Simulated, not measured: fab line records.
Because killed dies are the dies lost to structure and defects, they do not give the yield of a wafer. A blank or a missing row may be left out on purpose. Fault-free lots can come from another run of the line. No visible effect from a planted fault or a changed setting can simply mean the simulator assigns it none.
fab line records	flow nand-harc
record: lots: 13	wafers: 39	last-day: 23
route steps=1159 shown A_CONTACT@916 END@1159
lots with no fault: from the same line, run without faults
start-h: the number of hours between the record's first day and the start of the first shown wafer of the lot	wait-h: hours from the lot's prior step to this one	" repeats the value in the row above	L1.1+2: a row that stands for several wafers	- no value present, or no start provided	* or withheld: withheld	< > ~ a bound
route shown NAME@n: a module of which the file shows steps, and the number in the route of the first	usual: mean and standard deviation over wafers with no fault	same: alike in all rows	chamber/n: place in a boat	sites: each site's reading	_std_site: standard deviation of those values	_edge_site: outer sites' mean less inner sites'	radius-mm: for every site, how far away it sits from the centre of the wafer	mask NAME#n: copy n	behind: tool/chamber where the wafer was last shaped	hold: the reason the lot was held/the length of the hold in hours/how it ended	device: transistor that didn't switch, given as n, p or np	end of line: at the end of the route, the tests of the same wafers	where a step has no rows: the recipe by itself	killed: count of dies lost to structure and defects at first sort (not the wafer's yield)	map: a wafer's dies, x killed, . not, _ none there
set.NAME: the setting as run; set.NAME@STEP: as run at that earlier step	model.NAME: the simulator's own value behind a step, which no gauge read
one table for each step of the route and one row for each wafer, over a sample of lots
services: a tool's chamber out of use, with start hour (start-h, from the record's first day; less than 0 if before it), hours out, and reason
== steps ==
step: NHARC_A_CONTACT_CD_MEAS_80
usual: cd-nm: 189.7/0.71
lot.wafer	tool	chamber	start-h	wait-h	cd-nm
L465.1	cd-sem-03	-	383.93	-	188.3
L465.3	"	-	"	"	188.7
L465.4	"	-	"	"	188.9
L467.2	cd-sem-02	-	389.19	-	189.6
L467.3	"	-	"	"	189.1
L467.5	"	-	"	"	189.8
L466.1	cd-sem-03	-	391.92	-	189.8
L466.4	"	-	"	"	189.5
L466.5	"	-	"	"	189.2
L470.1	cd-sem-02	-	410.39	-	189.9
L470.2	"	-	"	"	189.5
L470.3	"	-	"	"	190.3
L469.1	cd-sem-02	-	413.86	-	190.7
L469.5	"	-	"	"	190.4
L469.6	"	-	"	"	189.8
L473.1	cd-sem-02	-	427.70	-	190.5
L473.4	"	-	"	"	190.1
L473.6	"	-	"	"	190.4
L472.2	cd-sem-01	-	429.64	-	189.0
L472.5	"	-	"	"	189.9
L472.6	"	-	"	"	189.3
L475.2	cd-sem-02	-	440.52	-	191.3
L475.3	"	-	"	"	190.4
L475.4	"	-	"	"	190.6
L479.2	cd-sem-01	-	450.28	-	189.7
L479.4	"	-	"	"	188.8
L479.5	"	-	"	"	189.2
L476.3	cd-sem-01	-	459.85	-	189.3
L476.5	"	-	"	"	190.0
L476.6	"	-	"	"	190.0
L481.3	cd-sem-02	-	470.50	-	190.3
L481.4	"	-	"	"	190.3
L481.5	"	-	"	"	190.4
L483.1	cd-sem-01	-	479.84	-	190.8
L483.5	"	-	"	"	190.7
L483.6	"	-	"	"	190.6
L487.1	cd-sem-03	-	497.79	-	190.2
L487.2	"	-	"	"	189.5
L487.4	"	-	"	"	189.8
step: NHARC_A_CONTACT_STRIP_82
recipe: o2-flow-sccm: 500	ar-flow-sccm: 0	bias-w: 0	chemistry: O2
usual: drypump-motor-current-A: 5.8/0.51	oes-product-au: 1.002/0.0098	rf-vpp-V: 57.6/0.96	showerhead-plenum-p-Torr: 3.48/0.17	throttle-valve-pct: 17.036/0.0097
lot.wafer	tool	chamber	start-h	wait-h	drypump-motor-current-A	oes-product-au	rf-hours-counter-h	rf-vpp-V	showerhead-plenum-p-Torr	throttle-valve-pct
L465.3	rie-diel-13	0	-	-	5.3	0.999	38	58.0	3.33	17.043
L465.4	"	1	"	"	6.3	0.995	39	56.7	3.47	17.037
L465.1	"	2	"	"	5.8	0.987	39	56.5	3.44	17.033
L467.3	rie-diel-04	2	-	-	6.3	0.992	34	57.4	3.79	17.022
L467.2	"	0	"	"	5.8	0.984	37	58.9	3.30	17.016
L467.5	"	0	"	"	5.8	0.989	-	56.1	3.30	17.033
L466.1	rie-diel-13	2	-	-	5.8	0.998	42	58.8	3.43	17.032
L466.4	"	1	"	"	6.3	1.006	40	55.9	3.47	17.046
L466.5	"	3	"	"	5.4	0.989	-	58.6	3.75	17.032
L470.1	rie-diel-01	0	-	-	4.9	1.008	13	58.1	3.67	17.022
L470.2	"	2	"	"	5.3	0.995	14	58.1	3.33	17.021
L470.3	"	3	"	"	5.9	1.011	14	56.7	3.32	17.035
L469.1	rie-diel-01	1	-	-	5.0	0.994	14	57.4	3.40	17.034
L469.5	"	2	"	"	5.3	0.988	-	56.9	3.33	17.042
L469.6	"	3	"	"	5.9	0.995	-	57.4	3.32	17.030
L473.1	rie-diel-04	2	-	-	6.3	0.995	52	60.3	3.78	17.043
L473.4	"	3	"	"	6.2	1.004	44	56.7	3.35	17.034
L473.6	"	2	"	"	6.3	0.999	-	58.3	3.78	17.020
L472.2	rie-diel-01	0	-	-	4.9	0.990	16	58.9	3.67	17.013
L472.5	"	3	"	"	5.9	1.004	-	56.7	3.31	17.057
L472.6	"	0	"	"	4.8	0.996	-	58.0	3.67	17.061
L475.3	rie-diel-01	1	-	-	5.1	1.000	21	58.2	3.39	17.047
L475.2	"	2	"	"	5.3	1.022	22	56.8	3.33	17.044
L475.4	"	3	"	"	5.9	1.010	22	58.8	3.31	17.050
L479.4	rie-diel-04	2	-	-	6.3	0.991	59	58.7	3.77	17.039
L479.2	"	1	"	"	6.5	1.020	65	58.6	3.50	17.037
L479.5	"	3	"	"	6.2	1.005	-	56.0	3.35	17.037
L476.3	rie-diel-01	0	-	-	4.9	0.995	26	58.4	3.67	17.027
L476.5	"	2	"	"	5.3	0.991	-	56.3	3.32	17.040
L476.6	"	3	"	"	5.9	1.015	-	58.9	3.31	17.038
L481.4	rie-diel-13	2	-	-	5.8	1.003	2	56.9	3.42	17.038
L481.3	"	0	"	"	5.3	1.002	2	59.0	3.32	17.053
L481.5	"	1	"	"	6.3	0.989	-	56.8	3.45	17.035
L483.1	rie-diel-13	0	-	-	5.3	0.994	6	58.3	3.31	17.034
L483.6	"	3	"	"	5.4	0.997	-	56.4	3.73	17.054
L483.5	"	0	"	"	5.3	0.997	-	57.2	3.31	17.023
L487.4	rie-diel-04	3	-	-	6.2	1.009	8	57.8	3.34	17.048
L487.2	"	0	"	"	5.8	1.003	7	59.6	3.80	17.052
L487.1	"	1	"	"	6.5	1.013	7	59.2	3.49	17.040
step: NHARC_A_CONTACT_ETCH_89
recipe: target-depth-a: 2600	over-etch-frac: 0.3	time-s: 475.3	ion-energy-ev: 200	n2-flow-sccm: 150	h2-flow-sccm: 150	ar-flow-sccm: 0	rf-w: 400	bias-w: 150	chemistry: N2/H2
usual: drypump-motor-current-A: 5.6/0.51	oes-product-au: 1.000/0.0073	rf-vpp-V: 429.1/2.7	showerhead-plenum-p-Torr: 1.99/0.1	throttle-valve-pct: 14.173/0.0078
lot.wafer	tool	chamber	start-h	wait-h	drypump-motor-current-A	oes-product-au	rf-hours-counter-h	rf-vpp-V	showerhead-plenum-p-Torr	throttle-valve-pct
L465.4	rie-diel-01	2	387.55	-	5.3	0.996	11	426.9	1.92	14.180
L465.3	"	0	"	"	4.8	0.993	10	431.4	2.13	14.181
L465.1	"	1	"	"	5.1	0.987	11	428.9	1.96	14.174
L467.2	rie-diel-13	2	392.82	-	5.8	0.984	42	428.8	1.98	14.179
L467.3	"	1	"	"	6.3	1.000	40	429.5	2.00	14.175
L467.5	"	2	"	"	5.8	0.993	-	430.6	1.98	14.177
L466.1	rie-diel-01	3	395.24	-	5.9	1.015	11	426.0	1.91	14.174
L466.4	"	3	"	"	5.9	1.007	-	426.5	1.91	14.169
L466.5	"	1	"	"	5.1	1.000	-	428.4	1.96	14.183
L470.2	rie-diel-01	1	415.07	-	5.1	0.999	14	427.9	1.96	14.176
L470.3	"	2	"	"	5.3	0.996	14	426.8	1.91	14.177
L470.1	"	3	"	"	5.8	0.999	14	427.0	1.91	14.178
L469.1	rie-diel-01	2	420.81	-	5.4	0.994	15	427.8	1.91	14.179
L469.6	"	2	"	"	5.3	0.996	-	426.9	1.91	14.166
L469.5	"	3	"	"	5.9	1.009	-	427.2	1.90	14.173
L473.1	rie-diel-01	3	432.08	-	5.8	1.004	19	427.3	1.90	14.172
L473.4	"	0	"	"	4.8	0.997	17	432.9	2.13	14.184
L473.6	"	2	"	"	5.3	0.993	-	426.5	1.91	14.173
L472.2	rie-diel-01	0	434.82	-	4.9	0.998	18	430.5	2.13	14.174
L472.6	"	3	"	"	5.9	1.011	-	424.7	1.90	14.168
L472.5	"	0	"	"	4.9	1.004	-	433.5	2.13	14.171
L475.4	rie-diel-04	0	443.69	-	5.8	0.990	55	426.6	1.89	14.166
L475.2	"	1	"	"	6.6	1.025	61	429.8	2.02	14.167
L475.3	"	2	"	"	6.3	0.994	57	434.5	2.20	14.184
L479.4	rie-diel-04	2	453.50	-	6.3	1.004	60	433.8	2.20	14.177
L479.2	"	0	"	"	5.8	1.001	59	425.3	1.89	14.171
L479.5	"	2	"	"	6.3	1.004	-	434.8	2.20	14.183
L476.3	rie-diel-01	3	465.40	-	5.8	1.011	29	426.3	1.90	14.170
L476.5	"	1	"	"	5.1	0.999	-	428.6	1.95	14.173
L476.6	"	2	"	"	5.4	0.997	-	426.3	1.91	14.181
L481.4	rie-diel-01	0	474.88	-	4.9	0.820	30	432.0	2.13	14.169
L481.3	"	1	"	"	5.0	0.998	31	427.8	1.95	14.177
L481.5	"	3	"	"	5.9	0.823	-	426.8	1.90	14.174
L483.1	rie-diel-13	1	483.00	-	6.3	1.003	6	427.5	1.99	14.183
L483.6	"	1	"	"	6.3	0.997	-	429.8	1.99	14.166
L483.5	"	2	"	"	5.8	1.004	-	428.5	1.97	14.170
L487.2	rie-diel-01	0	501.52	-	4.9	0.994	0	432.2	2.12	14.169
L487.4	"	1	"	"	5.1	0.823	0	426.8	1.95	14.164
L487.1	"	2	"	"	5.4	0.986	0	426.7	1.91	14.183
step: NHARC_A_CONTACT_ETCH_138
recipe: source-w: withheld	pressure-mtorr: 20	bias-v: 3000	time-s: 132	target-depth-a: 12890	ar-flow-sccm: withheld	c4f8-flow-sccm: withheld	o2-flow-sccm: withheld	chemistry: C4F8/O2/Ar
lot.wafer	tool	chamber	start-h	wait-h	rf-hours-counter-h
L465.1	har-cap-etch-01	1	388.93	0.1	59
L465.3	"	1	"	"	-
L465.4	"	0	"	"	-
L467.2	har-cap-etch-01	0	394.20	0.1	60
L467.3	"	1	"	"	-
L467.5	"	0	"	"	-
L466.1	har-cap-etch-03	1	396.79	0.1	85
L466.4	"	0	"	"	-
L466.5	"	1	"	"	-
L470.1	har-cap-etch-01	1	416.41	0.1	63
L470.2	"	0	"	"	63
L470.3	"	1	"	"	-
L469.1	har-cap-etch-01	1	422.20	0.1	64
L469.6	"	1	"	"	-
L469.5	"	0	"	"	-
L473.1	har-cap-etch-03	0	433.39	0.1	92
L473.4	"	1	"	"	-
L473.6	"	1	"	"	-
L472.2	har-cap-etch-01	1	436.25	0.1	67
L472.5	"	0	"	"	-
L472.6	"	1	"	"	-
L475.2	har-cap-etch-01	1	445.07	0.1	69
L475.3	"	1	"	"	-
L475.4	"	0	"	"	-
L479.2	har-cap-etch-02	0	454.89	0.1	26
L479.4	"	0	"	"	-
L479.5	"	1	"	"	-
L476.3	har-cap-etch-03	1	466.77	0.1	-
L476.5	"	0	"	"	-
L476.6	"	1	"	"	-
L481.3	har-cap-etch-03	1	476.27	0.1	-
L481.4	"	0	"	"	-
L481.5	"	1	"	"	-
L483.1	har-cap-etch-02	1	484.41	0.1	32
L483.6	"	0	"	"	-
L483.5	"	1	"	"	-
L487.1	har-cap-etch-01	1	502.90	0.1	82
L487.2	"	0	"	"	82
L487.4	"	1	"	"	-
step: NHARC_END_SORT_01
recipe: temp-c: 25
usual: killed-at-array: 25/9.2	killed-at-other: 0.8/1.2	killed-at-periphery: 3.9/2.6	killed-dies: 30/9.7	killed-open: 3.4/1.9	killed-short: 2.0/1.4
same: gross-dies: 677
lot.wafer	tool	chamber	start-h	wait-h	killed-at-array	killed-at-other	killed-at-periphery	killed-dies	killed-open	killed-short
L476.3	prober-02	0	519.11	3.1	35	2	1	38	4	2
L476.5	prober-02	0	520.73	3.7	33	2	2	37	4	5
L476.6	prober-02	0	521.54	4.1	34	1	2	37	2	1
L481.3	prober-01	0	537.70	3.1	27	0	7	34	2	2
L481.4	prober-01	0	538.51	3.4	650	1	7	658	2	4
L481.5	prober-01	0	539.32	3.7	655	2	4	661	3	1
L487.1	prober-01	0	559.62	2.5	34	0	2	36	5	3
L487.2	prober-01	0	560.41	2.8	28	1	3	32	3	5
L487.4	prober-01	0	561.98	3.4	664	1	6	671	0	3
killed by level:class
L476.3 A_CHANNEL_HOLE_D1:chamber-film-flake=17 A_SLIT:chamber-film-flake=9 A_CONTACT:chamber-film-flake=3 A_M0:geometric-particle:open=2 HYBRID_BOND:chamber-film-flake=2 P_CONTACT:geometric-particle:short=1 A_CHANNEL_HOLE_D1:geometric-particle:open=1 A_SGD_CUT:geometric-particle:short=1
L476.5 A_SLIT:chamber-film-flake=12 A_CHANNEL_HOLE_D1:chamber-film-flake=8 A_CONTACT:geometric-particle:open=3 A_CONTACT:chamber-film-flake=3 A_CHANNEL_FILL_D1:geometric-particle:short=2 HYBRID_BOND:chamber-film-flake=2 P_STI:geometric-particle:short=1 A_ONON_D1:geometric-particle:open=1
L476.6 A_CHANNEL_HOLE_D1:chamber-film-flake=17 A_SLIT:chamber-film-flake=11 A_ONON_D1:geometric-particle:open=1 A_CONTACT:geometric-particle:open=1 A_CONTACT:geometric-particle:short=1 P_ZERO_WELL:chamber-film-flake=1 P_GATE:chamber-film-flake=1 A_STAIRCASE:chamber-film-flake=1
L481.3 A_SLIT:chamber-film-flake=10 A_CONTACT:chamber-film-flake=7 P_M1:chamber-film-flake=5 A_CHANNEL_HOLE_D1:chamber-film-flake=3 A_BLC:chamber-film-flake=2 P_GATE:geometric-particle:short=1 A_ONON_D1:geometric-particle:open=1 A_ONON_D1:geometric-particle:short=1
L481.4 A_CONTACT:area-etch=619 A_CONTACT:chamber-film-flake=10 A_SLIT:chamber-film-flake=9 A_CHANNEL_HOLE_D1:chamber-film-flake=5 P_M1:chamber-film-flake=3 P_CONTACT:chamber-film-flake=2 A_ZERO_WELL:chamber-film-flake=2 P_GATE:geometric-particle:short=1
L481.5 A_CONTACT:area-etch=630 A_SLIT:chamber-film-flake=12 A_CHANNEL_HOLE_D1:chamber-film-flake=4 A_CONTACT:chamber-film-flake=3 P_CONTACT:chamber-film-flake=2 P_M1:chamber-film-flake=2 THIN_TSV:chamber-film-flake=2 A_CHANNEL_FILL_D1:geometric-particle:open=1
L487.1 A_SLIT:chamber-film-flake=11 A_CONTACT:chamber-film-flake=9 A_CHANNEL_HOLE_D1:chamber-film-flake=6 A_CHANNEL_FILL_D1:geometric-particle:open=2 P_M1:geometric-particle:short=1 P_M2:geometric-particle:open=1 A_CHANNEL_FILL_D1:geometric-particle:short=1 A_WL_FILL:geometric-particle:open=1
L487.2 A_SLIT:chamber-film-flake=10 A_CHANNEL_HOLE_D1:chamber-film-flake=7 A_CONTACT:chamber-film-flake=4 A_M0:geometric-particle:open=2 P_M1:geometric-particle:short=1 A_ONON_D1:geometric-particle:short=1 A_CHANNEL_FILL_D1:geometric-particle:short=1 A_WL_FILL:geometric-particle:short=1
L487.4 A_CONTACT:area-etch=630 A_SLIT:chamber-film-flake=12 A_CHANNEL_HOLE_D1:chamber-film-flake=10 A_CONTACT:chamber-film-flake=5 P_STI:chamber-film-flake=2 P_BONDPAD:chamber-film-flake=2 A_STAIRCASE:chamber-film-flake=2 A_WL_FILL:chamber-film-flake=2
== services ==
tool	chamber	start-h	hours	kind
rie-diel-04	3	365.31	26.3	repair
rie-diel-01	0	372.87	-	clean
rie-diel-01	1	372.87	-	clean
rie-diel-01	2	372.87	-	clean
rie-diel-01	3	372.87	-	clean
rie-diel-01	0	391.93	6.4	repair
rie-diel-01	1	397.39	-	clean
rie-diel-01	2	397.39	-	clean
rie-diel-01	3	397.39	-	clean
rie-diel-04	0	406.09	10.4	repair
rie-diel-13	2	415.09	6.4	repair
rie-diel-01	0	421.96	-	clean
rie-diel-01	1	421.96	-	clean
rie-diel-01	2	421.96	-	clean
rie-diel-01	3	421.96	-	clean
rie-diel-01	0	422.42	2.4	repair
rie-diel-01	0	446.56	-	clean
rie-diel-01	1	446.56	-	clean
rie-diel-01	2	446.56	-	clean
rie-diel-13	-	453.00	9.0	pm
rie-diel-04	-	467.04	9.0	pm
har-cap-etch-01	-	479.00	0.8	repair
rie-diel-01	-	491.81	9.0	pm
rie-diel-13	2	494.78	4.1	repair
== key ==
first-sign: step: NHARC_A_CONTACT_ETCH_89	reading: oes-product-au	direction: down	sigmas: 24	usual: 1.000	struck: 0.822
effect: step: NHARC_END_SORT_01	reading: killed-at-array	direction: up	sigmas: 69	usual: 25	struck: 656
more-kills-born-at: NHARC_A_CONTACT_ETCH_89@rie-diel-01: 1879
met-at NHARC_A_CONTACT_ETCH_89
struck-lots L481,L487
struck-wafers L481.4,L481.5,L487.4
later-rows-left-out L481.4,L481.5,L487.4
tester-left-out L481,L487
not-acting-at NHARC_A_CONTACT_CD_MEAS_80,NHARC_A_CONTACT_STRIP_82,NHARC_A_CONTACT_ETCH_138
onset-between 465.40 474.88
fault: kind: process-parameter-drift	tool: rie-diel-01	chamber: -	onset-h: 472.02	steps: NHARC_A_CONTACT_ETCH_89	channel: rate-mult	offset: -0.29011	shape: step	end-h: 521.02	scope: struck-wafers-only
tester-left-out: of these lots the tester's yield and bins aren't shown, on N5 and GAA mostly nor the transistor test; their killed dies are dies lost to structure and defects alone, not to doping, threshold or leakage, so they don't give the yield
later-rows-left-out: the simulator's readings of these wafers behind a module that went badly wrong aren't trusted and aren't shown, but for the sort
